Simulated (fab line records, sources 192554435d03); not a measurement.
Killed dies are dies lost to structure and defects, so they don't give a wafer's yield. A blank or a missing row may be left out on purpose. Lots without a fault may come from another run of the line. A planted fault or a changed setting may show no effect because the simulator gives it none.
Which tool did it? | flow n5_finfet | 22 lots, 66 wafers sampled, at 3 steps of a route of 1938

WHAT THE GAUGES READ, wafer by wafer
N5_MOL_CONTACT_COAG_INSPECT_97: inspects for defects (darkfield). Usual: raw_defect_count 40, standard deviation 15.
lot  | measured     | on                | raw_defect_count | flag
L074 | day 5 15:35  | defect_inspect-02 | 37 51 34         |
L075 | day 5 22:16  | defect_inspect-01 | 36 24 39         |
L076 | day 6 01:28  | defect_inspect-01 | 48 32 29         |
L078 | day 6 11:05  | defect_inspect-02 | 54 36 21         |
L079 | day 6 18:10  | defect_inspect-01 | 33 24 32         |
L080 | day 6 21:11  | defect_inspect-02 | 65 41 56         |
L081 | day 7 03:00  | defect_inspect-02 | 45 32 64         |
L083 | day 7 16:32  | defect_inspect-02 | 41 39 63         |
L084 | day 8 01:31  | defect_inspect-02 | 23 46 39         |
L085 | day 8 04:29  | defect_inspect-01 | 44 48 60         |
L086 | day 8 07:29  | defect_inspect-02 | 45 25 43         |
L087 | day 8 17:19  | defect_inspect-02 | 37 32 52         |
L088 | day 8 22:13  | defect_inspect-01 | 29 29 29         |
L089 | day 9 03:25  | defect_inspect-01 | 38 42 27         |
L090 | day 9 12:46  | defect_inspect-02 | 36 27 55         |
L091 | day 9 15:49  | defect_inspect-02 | 38 49 36         |
L092 | day 9 20:47  | defect_inspect-02 | 39 47 37         |
L093 | day 10 02:08 | defect_inspect-02 | 41 47 72         |
L094 | day 10 17:31 | defect_inspect-02 | 33 23 20         |
L095 | day 10 20:31 | defect_inspect-02 | 40 49 50         |
L096 | day 10 23:31 | defect_inspect-02 | 36 26 27         |
L097 | day 11 04:26 | defect_inspect-02 | 27 44 30         |

N5_BEOL_M0_SAQP_CD_MEAS_14: target cd 42.5 nm. Usual: cd_nm 42.8 nm, standard deviation 0.4.
lot  | measured     | on        | cd_nm (nm)     | flag
L074 | day 5 17:34  | cd_sem-01 | 42.5 43.1 43.0 |
L075 | day 6 00:37  | cd_sem-02 | 43.1 42.3 42.4 |
L076 | day 6 04:06  | cd_sem-01 | 42.5 42.0 43.2 |
L078 | day 6 12:56  | cd_sem-01 | 42.3 42.3 42.0 |
L079 | day 6 19:47  | cd_sem-03 | 43.4 42.9 42.8 |
L080 | day 6 22:58  | cd_sem-02 | 42.5 42.8 42.6 |
L081 | day 7 04:23  | cd_sem-01 | 42.7 42.4 42.8 |
L083 | day 7 18:52  | cd_sem-02 | 43.1 43.3 42.9 |
L084 | day 8 05:57  | cd_sem-03 | 42.9 43.0 42.5 |
L085 | day 8 05:47  | cd_sem-02 | 43.2 42.7 42.8 |
L086 | day 8 11:02  | cd_sem-02 | 43.2 42.3 43.2 |
L087 | day 8 19:45  | cd_sem-01 | 42.8 42.3 42.8 |
L088 | day 8 23:45  | cd_sem-03 | 42.9 42.7 42.6 |
L089 | day 9 05:04  | cd_sem-01 | 43.0 43.7 42.5 |
L090 | day 9 14:19  | cd_sem-03 | 43.0 43.1 43.3 |
L091 | day 9 16:59  | cd_sem-01 | 42.8 42.3 42.9 |
L092 | day 9 23:02  | cd_sem-02 | 42.9 43.3 43.5 |
L093 | day 10 04:40 | cd_sem-03 | 42.9 42.6 42.3 |
L094 | day 10 19:17 | cd_sem-02 | 43.0 42.7 43.4 |
L095 | day 10 23:13 | cd_sem-02 | 42.4 43.0 42.0 |
L096 | day 11 02:14 | cd_sem-01 | 42.8 42.8 42.9 |
L097 | day 11 06:47 | cd_sem-01 | 43.2 41.7 42.9 |

WHICH TOOL RAN EACH LOT (tool, then ch and the chambers of the sampled wafers, then the start)
lot  | N5_MOL_CONTACT_COAG_VIA_ETCH_117
L074 | rie_diel-05 ch 0,1,2, day 5 09:06
L075 | rie_diel-06 ch 1,3, day 5 18:05
L076 | rie_diel-06 ch 1,2,3, day 5 21:16
L078 | rie_diel-05 ch 0,1,2, day 6 06:55
L079 | rie_diel-01 ch 0,1,2, day 6 14:01
L080 | rie_diel-05 ch 0,1,2, day 6 16:56
L081 | rie_diel-06 ch 1,2, day 6 22:49
L083 | rie_diel-06 ch 1,2, day 7 12:19
L084 | rie_diel-05 ch 1,2,3, day 7 21:19
L085 | rie_diel-01 ch 0,3, day 7 21:28
L086 | rie_diel-06 ch 0,1,3, day 8 01:49
L087 | rie_diel-06 ch 2,3, day 8 13:10
L088 | rie_diel-05 ch 0,1, day 8 18:02
L089 | rie_diel-05 ch 0,1,2, day 8 23:11
L090 | rie_diel-01 ch 0,1,2, day 9 08:38
L091 | rie_diel-05 ch 0,1,3, day 9 10:05
L092 | rie_diel-05 ch 0,1, day 9 16:35
L093 | rie_diel-05 ch 1,3, day 9 21:58
L094 | rie_diel-06 ch 2,3, day 10 13:23
L095 | rie_diel-01 ch 0,2,3, day 10 13:35
L096 | rie_diel-05 ch 0,2,3, day 10 18:13
L097 | rie_diel-06 ch 1,3, day 11 00:16
- N5_MOL_CONTACT_COAG_VIA_ETCH_117: etches SiO2 in C4F6/O2, target depth 40 nm, overetch 8 nm, time 26 s.

WHAT THE TOOLS THEMSELVES READ (means of the sampled wafers that have a number; where no wafer has one, the mark that the record gives instead)
N5_MOL_CONTACT_COAG_VIA_ETCH_117. Usual: drypump_motor_current_A 5.7 A, standard deviation 0.54; oes_product_au 0.68 a.u., standard deviation 0.071; rf_vpp_V 1591 V, standard deviation 19; showerhead_plenum_p_Torr 2.82 Torr, standard deviation 0.083; throttle_valve_pct 41.1 %, standard deviation 0.36.
lot  | tool        | drypump_motor_current_A (A) | oes_product_au (a.u.) | rf_vpp_V (V) | showerhead_plenum_p_Torr (Torr) | throttle_valve_pct (%) | flag
L074 | rie_diel-05 | 5.8                         | 0.70                  | 1598         | 2.85                            | 40.9                   |
L075 | rie_diel-06 | 5.2                         | 0.66                  | 1594         | 2.74                            | 41.4                   |
L076 | rie_diel-06 | 5.7                         | 0.65                  | 1582         | 2.73                            | 41.3                   |
L078 | rie_diel-05 | 5.8                         | 0.68                  | 1597         | 2.84                            | 40.8                   |
L079 | rie_diel-01 | 5.5                         | 0.72                  | 1590         | 2.83                            | 40.9                   |
L080 | rie_diel-05 | 5.8                         | 0.68                  | 1598         | 2.84                            | 40.9                   |
L081 | rie_diel-06 | 5.4                         | 0.66                  | 1566         | 2.74                            | 41.6                   |
L083 | rie_diel-06 | 5.5                         | 0.66                  | 1566         | 2.74                            | 41.6                   |
L084 | rie_diel-05 | 5.8                         | 0.63                  | 1607         | 2.89                            | 41.0                   |
L085 | rie_diel-01 | 5.1                         | 0.65                  | 1614         | 2.77                            | 41.0                   |
L086 | rie_diel-06 | 5.3                         | 0.66                  | 1587         | 2.78                            | 41.5                   |
L087 | rie_diel-06 | 5.9                         | 0.61                  | 1596         | 2.70                            | 41.1                   |
L088 | rie_diel-05 | 5.9                         | 0.68                  | 1585         | 2.81                            | 41.1                   |
L089 | rie_diel-05 | 5.8                         | 0.68                  | 1597         | 2.84                            | 40.9                   |
L090 | rie_diel-01 | 5.5                         | 0.70                  | 1589         | 2.82                            | 41.0                   |
L091 | rie_diel-05 | 6.0                         | 0.68                  | 1588         | 2.84                            | 41.1                   |
L092 | rie_diel-05 | 6.0                         | 0.72                  | 1579         | 2.79                            | 41.0                   |
L093 | rie_diel-05 | 6.0                         | 0.63                  | 1599         | 2.89                            | 41.2                   |
L094 | rie_diel-06 | 6.2                         | 0.78                  | 1601         | 2.92                            | 41.2                   |
L095 | rie_diel-01 | 5.5                         | 0.76                  | 1598         | 2.80                            | 40.8                   |
L096 | rie_diel-05 | 5.9                         | 0.74                  | 1599         | 2.87                            | 41.1                   |
L097 | rie_diel-06 | 5.1                         | 0.64                  | 1577         | 2.73                            | 41.7                   |

THE ANSWER, worked out from the rows above alone
Rule: a lot is off if the mean of its wafers that have a number lies more than 3 standard deviations from the usual mean. A lot without any number at a reading at which 4 lots or more have one is off too. The other lots that the step has rows for count as sound. The gauges are gone through in route order, then the tools' own readings, and for those a lot's mean is taken as printed above. The first step at which some lot is off is used, and at that step the reading that is off furthest; a lot without a number counts as furthest.
No lot is off at any reading shown: from this, nothing can be told.

WHAT THE SIMULATOR HAD PUT IN
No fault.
